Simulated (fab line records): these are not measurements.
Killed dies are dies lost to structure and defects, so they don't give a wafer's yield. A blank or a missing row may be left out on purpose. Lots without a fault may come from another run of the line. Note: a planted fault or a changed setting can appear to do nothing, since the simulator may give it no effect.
Code-filled problem report in 8D (eight disciplines) form || flow n5-finfet || the parts of the form that need people (team, actions taken, sign-off) are left out

1. THE ISSUE
bias-w at N5_BEOL_M0_SAQP_MANDREL_ETCH_20 reads a mean of 93.99 W on 6 wafers of 2 lots; wafers without a fault read 75.03 W with a standard deviation of 0.22. Relative to the usual mean, that is a shift of +86 standard deviations.
The step: etches a-Si in HBr/Cl2, stops on SiNx, target depth 60 nm, bt time 10 s, time 30 s.
The first sign was on wafer L349.2 at day 9 10:16, on rie-si-06. At this step, 27 wafers from 9 lots have a number in the record. Rule for "out" (also "out of limits"): further than 4 standard deviations from the usual mean. Any other wafer with a number is counted as sound.

2. WHAT IT IS, AND WHAT IT ISN'T
{"question": "which readings at this step", "is": "bias-w", "is not": "drypump-motor-current-A, oes-product-au, throttle-valve-pct"}
{"question": "which lots", "is": "L349, L353", "is not": "L333, L337, L339, L340, L342, L354, L355"}
{"question": "which wafers of those lots", "is": "all that have a number", "is not": "-"}
{"question": "read on which tools", "is": "rie-si-06", "is not": "rie-si-02, rie-si-03"}
{"question": "when", "is": "from day 9 10:16", "is not": "up to then (15 sound wafers); but 6 sound wafers of L354, L355 came after"}

3. WHAT RULES OUT EACH SUSPECT
Counting: any tool at a process step up to the reading is kept as a suspect provided that every lot that is out went through it and no sound lot did after the first of them.
- pecvd-04 at N5_BEOL_M0_SAQP_PECVD_00 (deposits SiCN from 3MS/NH3, target thk 8 nm, time 14 s): kept. Every lot that is out went through it, starting with L349 (day 9 08:40), and after that it ran no sound lot; the last sound lot it ran before then is L342 (day 7 16:01).
- rie-si-06 at N5_BEOL_M0_SAQP_MANDREL_ETCH_20 (etches a-Si in HBr/Cl2, stops on SiNx, target depth 60 nm, bt time 10 s, time 30 s): kept. Every lot that is out went through it, starting with L349 (day 9 10:16), and after that it ran no sound lot; the last sound lot it ran before then is L339 (day 7 00:01). Its own bias-w readings are out on those wafers.
Remaining after the count are pecvd-04 at N5_BEOL_M0_SAQP_PECVD_00 and rie-si-06 at N5_BEOL_M0_SAQP_MANDREL_ETCH_20.

4. THE CAUSE (what the simulator had put in)
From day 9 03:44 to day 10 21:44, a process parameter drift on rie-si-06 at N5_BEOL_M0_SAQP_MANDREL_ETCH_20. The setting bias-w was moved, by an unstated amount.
Counting left 2 suspects, and this tool is among them.

5. THE CHAIN OF EFFECTS, in route order
Each row: a reading where the mean over the struck wafers with a number is more than 3 standard deviations away from the usual. Readings are gone through only where the record gives a usual standard deviation; hours: the median, over the lots, of the time from a lot's start at the first step in this table giving one to that lot's start at this step; sigmas: the change measured in usual standard deviations.
{"hours": 0, "step": "N5_BEOL_M0_SAQP_MANDREL_ETCH_20", "reading": "bias-w", "usual": "75.03 W", "on struck wafers": 93.99, "change": "+18.96", "sigmas": "+86"}
Its process steps:
- N5_BEOL_M0_SAQP_MANDREL_ETCH_20: etches a-Si in HBr/Cl2, stops on SiNx, target depth 60 nm, bt time 10 s, time 30 s.
Later measuring or inspecting steps at which every struck wafer that the step has a row for has a number for every such reading, and none has moved that far: N5_BEOL_M4_RC_MEAS_101.

6. HOW IT WOULD HAVE BEEN CAUGHT EARLIER
The fault began at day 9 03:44; the first out-of-limits reading in this record came at day 9 10:16, 7 hours later.
